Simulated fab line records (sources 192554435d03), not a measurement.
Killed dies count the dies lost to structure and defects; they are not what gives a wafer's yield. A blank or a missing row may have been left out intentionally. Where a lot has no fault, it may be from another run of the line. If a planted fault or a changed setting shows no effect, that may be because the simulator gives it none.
Split-lot study / flow n5-finfet / route with 1938 steps; 7 lots, 21 wafers read

THE SPLIT ITSELF
At N5_BEOL_M5_COAT_74 (time 60 s, resist thk 5 nm), the setting spin-rpm was moved away from the recipe's 1500 rpm on 3 of the 21 wafers read, by +3.0% to +4.8%. All remaining wafers had this setting at the recipe value.

FROM THE SPLIT TO THE READING: what the file shows between them, 4 steps
- N5_BEOL_M5_COAT_22: resist thk 30 nm (also split here: spin-rpm)
- N5_BEOL_M5_EBR_24
- N5_BEOL_M5_SOFTBAKE_23: time 60 s
- N5_BEOL_M5_DESCUM_33: chemistry O2, time 7 s

THE READING
etch.depth-nm (the simulator's own value, which no gauge read), in nm, at N5_BEOL_M5_ETCH_75 (etches underlayer in N2/H2, target depth 6.5 nm, time 5.2 s). No usual value for it is given in the file. Average 4.991 nm, standard deviation 0.021 nm, over the 18 wafers here run with the recipe.

wafer=L076.3; tool, chamber at the split=litho-track-03, 0; spin-rpm as run, rpm=1500; against the recipe=recipe; etch.depth-nm, nm=5; against lot-mates on the recipe=-
wafer=L076.4; tool, chamber at the split=litho-track-03, 0; spin-rpm as run, rpm=1500; against the recipe=recipe; etch.depth-nm, nm=5.007; against lot-mates on the recipe=-
wafer=L076.6; tool, chamber at the split=litho-track-03, 0; spin-rpm as run, rpm=1500; against the recipe=recipe; etch.depth-nm, nm=5.021; against lot-mates on the recipe=-
wafer=L079.1; tool, chamber at the split=litho-track-04, 0; spin-rpm as run, rpm=1500; against the recipe=recipe; etch.depth-nm, nm=4.961; against lot-mates on the recipe=-
wafer=L079.4; tool, chamber at the split=litho-track-04, 0; spin-rpm as run, rpm=1500; against the recipe=recipe; etch.depth-nm, nm=4.974; against lot-mates on the recipe=-
wafer=L079.6; tool, chamber at the split=litho-track-04, 0; spin-rpm as run, rpm=1500; against the recipe=recipe; etch.depth-nm, nm=4.966; against lot-mates on the recipe=-
wafer=L086.1; tool, chamber at the split=litho-track-04, 0; spin-rpm as run, rpm=1500; against the recipe=recipe; etch.depth-nm, nm=4.97; against lot-mates on the recipe=-
wafer=L086.2; tool, chamber at the split=litho-track-04, 0; spin-rpm as run, rpm=1500; against the recipe=recipe; etch.depth-nm, nm=4.967; against lot-mates on the recipe=-
wafer=L086.3; tool, chamber at the split=litho-track-04, 0; spin-rpm as run, rpm=1500; against the recipe=recipe; etch.depth-nm, nm=4.953; against lot-mates on the recipe=-
wafer=L091.1; tool, chamber at the split=litho-track-01, 0; spin-rpm as run, rpm=1500; against the recipe=recipe; etch.depth-nm, nm=4.979; against lot-mates on the recipe=-
wafer=L091.2; tool, chamber at the split=litho-track-01, 0; spin-rpm as run, rpm=1545; against the recipe=+3.0%; etch.depth-nm, nm=4.907; against lot-mates on the recipe=-0.078
wafer=L091.4; tool, chamber at the split=litho-track-01, 0; spin-rpm as run, rpm=1500; against the recipe=recipe; etch.depth-nm, nm=4.991; against lot-mates on the recipe=-
wafer=L092.2; tool, chamber at the split=litho-track-03, 0; spin-rpm as run, rpm=1500; against the recipe=recipe; etch.depth-nm, nm=5.009; against lot-mates on the recipe=-
wafer=L092.4; tool, chamber at the split=litho-track-03, 0; spin-rpm as run, rpm=1500; against the recipe=recipe; etch.depth-nm, nm=5.017; against lot-mates on the recipe=-
wafer=L092.6; tool, chamber at the split=litho-track-03, 0; spin-rpm as run, rpm=1568; against the recipe=+4.5%; etch.depth-nm, nm=4.9; against lot-mates on the recipe=-0.113
wafer=L094.1; tool, chamber at the split=litho-track-04, 0; spin-rpm as run, rpm=1572; against the recipe=+4.8%; etch.depth-nm, nm=4.879; against lot-mates on the recipe=-0.117
wafer=L094.2; tool, chamber at the split=litho-track-04, 0; spin-rpm as run, rpm=1500; against the recipe=recipe; etch.depth-nm, nm=4.992; against lot-mates on the recipe=-
wafer=L094.6; tool, chamber at the split=litho-track-04, 0; spin-rpm as run, rpm=1500; against the recipe=recipe; etch.depth-nm, nm=5; against lot-mates on the recipe=-
wafer=L096.1; tool, chamber at the split=litho-track-03, 0; spin-rpm as run, rpm=1500; against the recipe=recipe; etch.depth-nm, nm=5.01; against lot-mates on the recipe=-
wafer=L096.2; tool, chamber at the split=litho-track-03, 0; spin-rpm as run, rpm=1500; against the recipe=recipe; etch.depth-nm, nm=5.011; against lot-mates on the recipe=-
wafer=L096.6; tool, chamber at the split=litho-track-03, 0; spin-rpm as run, rpm=1500; against the recipe=recipe; etch.depth-nm, nm=5.011; against lot-mates on the recipe=-

THE FIT
A straight line over all 21 wafers: etch.depth-nm changes by -0.0228 nm for each +1% of spin-rpm; r = -0.86; the points scatter about the line by 0.021 nm.
The same after taking each lot's own level away (the mean of its wafers on the recipe; 21 wafers): -0.0249 nm for each +1%; r = -0.99; scatter 0.0058 nm.
Per that fit: largest spin-rpm move, reading shift of 0.12 nm.
Measured against the standard deviation above, the lots' own levels, which go from 4.9633 to 5.0130 nm, span 2.4 times it.
So the lot-to-lot level changes the slope little: the two slopes agree.
Check: for one of the wafers moved furthest among these (+4.8%), held out of the fit, the line's prediction against its lot-mates is -0.121 nm. Against them it came out at -0.117 nm.

THE OTHER SPLITS THESE WAFERS WENT THROUGH
Note: prior to the reading, these wafers also went through further splits. Each is held against what the fit with the lots' levels taken away leaves over:
other split on the same wafers=N5_BEOL_M1_COAT_61 spin-rpm; wafers away from the commonest value=7; r with etch.depth-nm (lot level and that fit taken away)=+0.25
other split on the same wafers=N5_BEOL_M2_ETCH_69 bias-w; wafers away from the commonest value=8; r with etch.depth-nm (lot level and that fit taken away)=-0.06
other split on the same wafers=N5_BEOL_M2_ETCH_70 bias-w; wafers away from the commonest value=3; r with etch.depth-nm (lot level and that fit taken away)=+0.10
other split on the same wafers=N5_BEOL_M3_COAT_76 spin-rpm; wafers away from the commonest value=3; r with etch.depth-nm (lot level and that fit taken away)=-0.08
other split on the same wafers=N5_BEOL_M4_COAT_61 spin-rpm; wafers away from the commonest value=7; r with etch.depth-nm (lot level and that fit taken away)=+0.03
other split on the same wafers=N5_BEOL_M5_COAT_22 spin-rpm; wafers away from the commonest value=10; r with etch.depth-nm (lot level and that fit taken away)=+0.19

THE FILE'S OWN FIT
etch.depth-nm changes by -0.0249 nm for each +1% of spin-rpm, r = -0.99.
